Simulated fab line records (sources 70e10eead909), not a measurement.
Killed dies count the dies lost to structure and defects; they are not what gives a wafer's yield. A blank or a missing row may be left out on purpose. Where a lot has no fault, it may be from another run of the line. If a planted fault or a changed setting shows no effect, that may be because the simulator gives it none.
fab line records + flow nandHarc + part 2 of 2: steps 25 to 38 of 38
record:
- lots: 5
- wafers: 15
- lastDay: 21
route steps=1159 shown P_STI@78 P_GATE@110
lots untouched by any fault: they come from a run of this same line in which no faults occurred
startH: the number of hours between the record's first day and the start of the first shown wafer of the lot + waitH: time in hours since the lot's previous step + " identical to the entry in the row above + L1.1+2: several wafers, shown together as one row + - no value, or no start given + * or withheld: withheld + < > ~ a bound
route shown NAME@n: a module of which the file shows steps, and the number in the route of the first + usual: mean/standard deviation taken from wafers without a fault + same: alike in all rows + chamber/n: place in a boat + sites: the reading at each site + _std_site: the standard deviation of these + _edge_site: the outer-site mean with the inner-site mean subtracted + radiusMm: how far each site lies from the wafer's centre + mask NAME#n: copy n + behind: tool/chamber where the wafer was last shaped + hold: why the lot went on hold/how many hours it stayed there/how the hold came to an end + device: the n, p or np transistor that did not switch + end of line: tests run on the same wafers once the route is complete + step lacking rows: just its recipe + killed: dies that structure and defects cost at the first sort, which is not the same as the wafer's yield + map: a wafer's dies, marking killed ones x, the rest . and places with no die _
set.NAME: the setting as run; set.NAME@STEP: as run at that earlier step + model.NAME: the simulator's own value behind a step, which no gauge read
lots at selected steps of the route; one table per step, one row per wafer
services: from which hour (startH, from the record's first day; less than 0 if before it) a tool's chamber was out of use, for how many hours, and why
== steps ==
step: NHARC_P_STI_ETCH_36
recipe:
- targetDepthA: 388
- chemistry: dHF
- material: SiO2
| lot.wafer  | tool        | chamber | startH | waitH |
|------------|-------------|---------|--------|-------|
| L074.3+5+2 | wetBench-05 | 5,6,0   | 59.84  | 0.0   |
| L077.2+1+4 | wetBench-01 | 5,7,1   | 82.97  | 0.0   |
| L079.4+2+1 | wetBench-05 | 5,0,2   | 83.12  | 0.0   |
| L081.1+6+4 | wetBench-01 | 0,1,4   | 94.09  | 0.0   |
| L082.2+6+3 | wetBench-01 | 0,1,2   | 107.44 | 0.0   |
step: NHARC_P_STI_STRIP_24
recipe:
- tempC: 160
- chemistry: H3PO4
- material: Si3N4
| lot.wafer  | tool        | chamber | startH | waitH |
|------------|-------------|---------|--------|-------|
| L074.3+5+2 | wetBench-05 | 5,6,0   | 59.85  | 0.0   |
| L077.2+1+4 | wetBench-01 | 5,7,1   | 82.98  | 0.0   |
| L079.4+2+1 | wetBench-05 | 5,0,2   | 83.13  | 0.0   |
| L081.1+6+4 | wetBench-01 | 0,1,4   | 94.11  | 0.0   |
| L082.2+6+3 | wetBench-01 | 0,1,2   | 107.46 | 0.0   |
step: NHARC_P_STI_ETCH_37
recipe:
- targetDepthA: 110
- chemistry: dHF
- material: SiO2
| lot.wafer  | tool        | chamber | startH | waitH |
|------------|-------------|---------|--------|-------|
| L074.3+5+2 | wetBench-05 | 5,6,0   | -      | -     |
| L077.2+1+4 | wetBench-01 | 5,7,1   | -      | -     |
| L079.4+2+1 | wetBench-05 | 5,0,2   | -      | -     |
| L081.1+6+4 | wetBench-01 | 0,1,4   | -      | -     |
| L082.2+6+3 | wetBench-01 | 0,1,2   | -      | -     |
step: NHARC_P_STI_PRECLEAN_38
recipe:
- timeS: *
- tempC: 50
- bathAgeMin: 0
- chemistry: SC1
| lot.wafer  | tool        | chamber | startH | waitH |
|------------|-------------|---------|--------|-------|
| L074.3+5+2 | wetBench-05 | 5,6,0   | -      | -     |
| L077.2+1+4 | wetBench-01 | 5,7,1   | -      | -     |
| L079.4+2+1 | wetBench-05 | 5,0,2   | -      | -     |
| L081.1+6+4 | wetBench-01 | 0,1,4   | -      | -     |
| L082.2+6+3 | wetBench-01 | 0,1,2   | -      | -     |
step: NHARC_P_STI_SRD_39
| lot.wafer  | tool        | chamber | startH | waitH |
|------------|-------------|---------|--------|-------|
| L074.3+5+2 | wetBench-05 | 5,6,0   | -      | -     |
| L077.2+1+4 | wetBench-01 | 5,7,1   | -      | -     |
| L079.4+2+1 | wetBench-05 | 5,0,2   | -      | -     |
| L081.1+6+4 | wetBench-01 | 0,1,4   | -      | -     |
| L082.2+6+3 | wetBench-01 | 0,1,2   | -      | -     |
step: NHARC_P_STI_OXIDE_40
recipe:
- targetThkA: 100
- tempC: 900
- oxTimeS: 1362
- material: SiO2
usual:
- spikeTcUpperC: 901.5/1.1
- zonePowerCentrePct: 17.1/1.1
- zonePowerTopPct: 30.2/2.1
| lot.wafer | tool       | chamber | startH | waitH | spikeTcUpperC | zonePowerCentrePct | zonePowerTopPct |
|-----------|------------|---------|--------|-------|---------------|--------------------|-----------------|
| L074.2    | furnace-07 | 0       | 67.30  | -     | 902.0         | 16.9               | 29.1            |
| L074.3    | "          | 0       | "      | "     | 902.5         | 16.7               | 29.2            |
| L074.5    | "          | 0       | "      | "     | 902.6         | 16.5               | 28.9            |
| L077.1    | furnace-07 | 0       | 87.13  | -     | 900.8         | 16.6               | 29.1            |
| L077.2    | "          | 0       | "      | "     | 902.3         | 16.6               | 28.7            |
| L077.4    | "          | 0       | "      | "     | 902.0         | 16.6               | 28.8            |
| L079.1    | furnace-07 | 0       | 87.13  | -     | 900.0         | 16.8               | 29.0            |
| L079.2    | "          | 0       | "      | "     | 901.5         | 16.4               | 29.3            |
| L079.4    | "          | 0       | "      | "     | 900.8         | 16.5               | 29.0            |
| L081.1    | furnace-07 | 0       | 98.17  | -     | 900.5         | 16.7               | 29.0            |
| L081.4    | "          | 0       | "      | "     | 899.4         | 16.5               | 29.6            |
| L081.6    | "          | 0       | "      | "     | 901.9         | 17.1               | 29.3            |
| L082.2    | furnace-07 | 0       | 114.90 | -     | 903.4         | 16.8               | 29.5            |
| L082.3    | "          | 0       | "      | "     | 901.8         | 16.8               | 29.0            |
| L082.6    | "          | 0       | "      | "     | 902.7         | 16.6               | 29.5            |
step: NHARC_P_STI_INSPECT_25
usual:
- rawDefectCount: 218/70
| lot.wafer | tool             | chamber | startH | waitH | rawDefectCount |
|-----------|------------------|---------|--------|-------|----------------|
| L074.2    | defectInspect-02 | -       | 71.38  | 0.4   | 197            |
| L074.3    | "                | -       | "      | "     | 330            |
| L074.5    | "                | -       | "      | "     | 446            |
| L079.1    | defectInspect-02 | -       | 91.23  | 0.4   | 169            |
| L079.2    | "                | -       | "      | "     | 176            |
| L079.4    | "                | -       | "      | "     | 165            |
| L077.1    | defectInspect-02 | -       | 91.23  | 0.4   | 167            |
| L077.2    | "                | -       | "      | "     | 259            |
| L077.4    | "                | -       | "      | "     | 152            |
| L081.1    | defectInspect-01 | -       | 102.24 | 0.4   | 212            |
| L081.4    | "                | -       | "      | "     | 179            |
| L081.6    | "                | -       | "      | "     | 147            |
| L082.2    | defectInspect-02 | -       | 118.96 | 0.4   | 236            |
| L082.3    | "                | -       | "      | "     | 185            |
| L082.6    | "                | -       | "      | "     | 272            |
step: NHARC_P_GATE_ETCH_69
recipe:
- targetDepthA: 140
- chemistry: dHF
- material: SiO2
| lot.wafer  | tool        | chamber | startH | waitH |
|------------|-------------|---------|--------|-------|
| L074.5+2+3 | wetBench-04 | 0,1,3   | 71.45  | 0.1   |
| L079.2+1+4 | wetBench-04 | 1,4,5   | 91.30  | 0.1   |
| L077.4+1+2 | wetBench-07 | 6,7,2   | 91.30  | 0.1   |
| L081.6+4+1 | wetBench-09 | 2,4,7   | 102.31 | 0.1   |
| L082.3+2+6 | wetBench-04 | 2,4,5   | 119.04 | 0.1   |
step: NHARC_P_GATE_PRECLEAN_70
recipe:
- timeS: *
- tempC: 50
- bathAgeMin: 0
- chemistry: SC1
| lot.wafer  | tool        | chamber | startH | waitH |
|------------|-------------|---------|--------|-------|
| L074.5+2+3 | wetBench-04 | 0,1,3   | 71.53  | 0.1   |
| L079.2+1+4 | wetBench-04 | 1,4,5   | 91.38  | 0.1   |
| L077.4+1+2 | wetBench-07 | 6,7,2   | 91.38  | 0.1   |
| L081.6+4+1 | wetBench-09 | 2,4,7   | 102.41 | 0.1   |
| L082.3+2+6 | wetBench-04 | 2,4,5   | 119.11 | 0.1   |
step: NHARC_P_GATE_SRD_01
| lot.wafer  | tool        | chamber | startH | waitH |
|------------|-------------|---------|--------|-------|
| L074.5+2+3 | wetBench-04 | 0,1,3   | -      | -     |
| L079.2+1+4 | wetBench-04 | 1,4,5   | -      | -     |
| L077.4+1+2 | wetBench-07 | 6,7,2   | -      | -     |
| L081.6+4+1 | wetBench-09 | 2,4,7   | -      | -     |
| L082.3+2+6 | wetBench-04 | 2,4,5   | -      | -     |
step: NHARC_P_GATE_OXIDE_02
recipe:
- targetThkA: 375
- tempC: 950
- pH2oTorr: 720
- oxTimeS: 365
- material: SiO2
usual:
- spikeTcUpperC: 949.5/1
- zonePowerCentrePct: 21.3/0.87
- zonePowerTopPct: 33.8/1.4
| lot.wafer | tool       | chamber | startH | waitH | spikeTcUpperC | zonePowerCentrePct | zonePowerTopPct |
|-----------|------------|---------|--------|-------|---------------|--------------------|-----------------|
| L074.2    | furnace-05 | 0       | 74.43  | -     | 949.2         | 20.4               | 33.5            |
| L074.3    | "          | 0       | "      | "     | 949.2         | 20.3               | 34.6            |
| L074.5    | "          | 0       | "      | "     | 950.3         | 20.8               | 34.1            |
| L077.1    | furnace-05 | 0       | 94.28  | -     | 950.4         | 20.6               | 33.6            |
| L077.2    | "          | 0       | "      | "     | 949.8         | 20.7               | 34.2            |
| L077.4    | "          | 0       | "      | "     | 950.8         | 20.4               | 33.6            |
| L079.1    | furnace-05 | 0       | 94.28  | -     | 948.4         | 21.0               | 33.6            |
| L079.2    | "          | 0       | "      | "     | 950.2         | 20.8               | 34.5            |
| L079.4    | "          | 0       | "      | "     | 950.1         | 20.8               | 33.7            |
| L081.1    | furnace-04 | 0       | 105.75 | -     | 952.0         | 22.5               | 32.0            |
| L081.4    | "          | 0       | "      | "     | 950.0         | 21.9               | 31.6            |
| L081.6    | "          | 0       | "      | "     | 950.4         | 22.3               | 31.9            |
| L082.2    | furnace-05 | 0       | 122.01 | -     | 949.1         | 20.9               | 34.0            |
| L082.3    | "          | 0       | "      | "     | 949.5         | 20.4               | 34.6            |
| L082.6    | "          | 0       | "      | "     | 948.9         | 20.4               | 34.3            |
step: NHARC_P_GATE_DEHYDRATE_03
recipe:
- tempC: 150
- timeS: 120
usual:
- heaterPowerTotalW: 182.6/1.2
- plateTempC: 150.00/0.16
| lot.wafer | tool          | chamber | startH | waitH | heaterPowerTotalW | plateTempC |
|-----------|---------------|---------|--------|-------|-------------------|------------|
| L074.2    | lithoTrack-07 | 0       | 79.01  | 0.4   | 181.1             | 150.02     |
| L074.3    | "             | 0       | "      | "     | 180.9             | 149.96     |
| L074.5    | "             | 0       | "      | "     | 184.5             | 149.90     |
| L077.1    | lithoTrack-02 | 0       | 98.89  | 0.4   | 183.3             | 149.85     |
| L077.2    | "             | 0       | "      | "     | 184.6             | 149.76     |
| L077.4    | "             | 0       | "      | "     | 183.6             | 149.87     |
| L079.1    | lithoTrack-07 | 0       | 98.89  | 0.4   | 184.3             | 149.97     |
| L079.2    | "             | 0       | "      | "     | 183.4             | 150.05     |
| L079.4    | "             | 0       | "      | "     | 182.8             | 150.09     |
| L081.1    | lithoTrack-07 | 0       | 110.35 | 0.4   | 183.9             | 149.61     |
| L081.4    | "             | 0       | "      | "     | 182.5             | 149.88     |
| L081.6    | "             | 0       | "      | "     | 183.4             | 150.05     |
| L082.2    | lithoTrack-05 | 0       | 126.59 | 0.4   | 182.8             | 150.26     |
| L082.3    | "             | 0       | "      | "     | 181.1             | 150.31     |
| L082.6    | "             | 0       | "      | "     | 184.2             | 150.35     |
step: NHARC_P_GATE_HMDS_04
recipe:
- timeS: 30
| lot.wafer  | tool          | chamber | startH | waitH |
|------------|---------------|---------|--------|-------|
| L074.2+3+5 | lithoTrack-07 | 0       | -      | -     |
| L077.1+2+4 | lithoTrack-02 | 0       | -      | -     |
| L079.1+2+4 | lithoTrack-07 | 0       | -      | -     |
| L081.1+4+6 | lithoTrack-07 | 0       | -      | -     |
| L082.2+3+6 | lithoTrack-05 | 0       | -      | -     |
step: NHARC_P_GATE_COAT_05
recipe:
- spinRpm: 4690
| lot.wafer  | tool          | chamber | startH | waitH |
|------------|---------------|---------|--------|-------|
| L074.2+3+5 | lithoTrack-07 | 0       | -      | -     |
| L077.1+2+4 | lithoTrack-02 | 0       | -      | -     |
| L079.1+2+4 | lithoTrack-07 | 0       | -      | -     |
| L081.1+4+6 | lithoTrack-07 | 0       | -      | -     |
| L082.2+3+6 | lithoTrack-05 | 0       | -      | -     |
== services ==
| tool          | chamber | startH | hours | kind   |
|---------------|---------|--------|-------|--------|
| rieDiel-08    | 3       | 13.86  | 17.2  | repair |
| lithoTrack-07 | -       | 14.00  | 7.0   | pm     |
| furnace-08    | -       | 18.42  | 26.0  | pm     |
| krfScanner-03 | -       | 19.74  | 0.1   | repair |
| wetBench-05   | -       | 20.80  | 8.0   | pm     |
| wetBench-09   | -       | 22.72  | 1.0   | repair |
| furnace-05    | -       | 28.45  | 5.7   | repair |
| krfScanner-03 | -       | 29.61  | 2.2   | repair |
| rieSi-02      | -       | 34.00  | 9.0   | pm     |
| wetBench-01   | -       | 37.60  | 8.0   | pm     |
| krfScanner-02 | -       | 38.00  | 4.0   | pm     |
| lithoTrack-03 | -       | 38.00  | 7.0   | pm     |
| rieDiel-02    | 2       | 39.33  | 6.9   | repair |
| rieDiel-02    | 3       | 41.41  | 8.0   | repair |
| wetBench-01   | -       | 58.54  | 1.3   | repair |
| lithoTrack-05 | -       | 62.00  | 7.0   | pm     |
| rieDiel-02    | 0       | 89.74  | 4.7   | repair |
| wetBench-07   | -       | 96.00  | 8.0   | pm     |
| rieDiel-02    | 0       | 105.32 | 32.9  | repair |
| hdpcvd-01     | -       | 111.00 | 13.0  | pm     |
| wetBench-09   | -       | 112.80 | 8.0   | pm     |
| rieDiel-02    | 3       | 121.25 | 9.8   | repair |
| wetBench-05   | -       | 124.51 | 7.7   | repair |
| rieDiel-08    | -       | 124.80 | 9.0   | pm     |
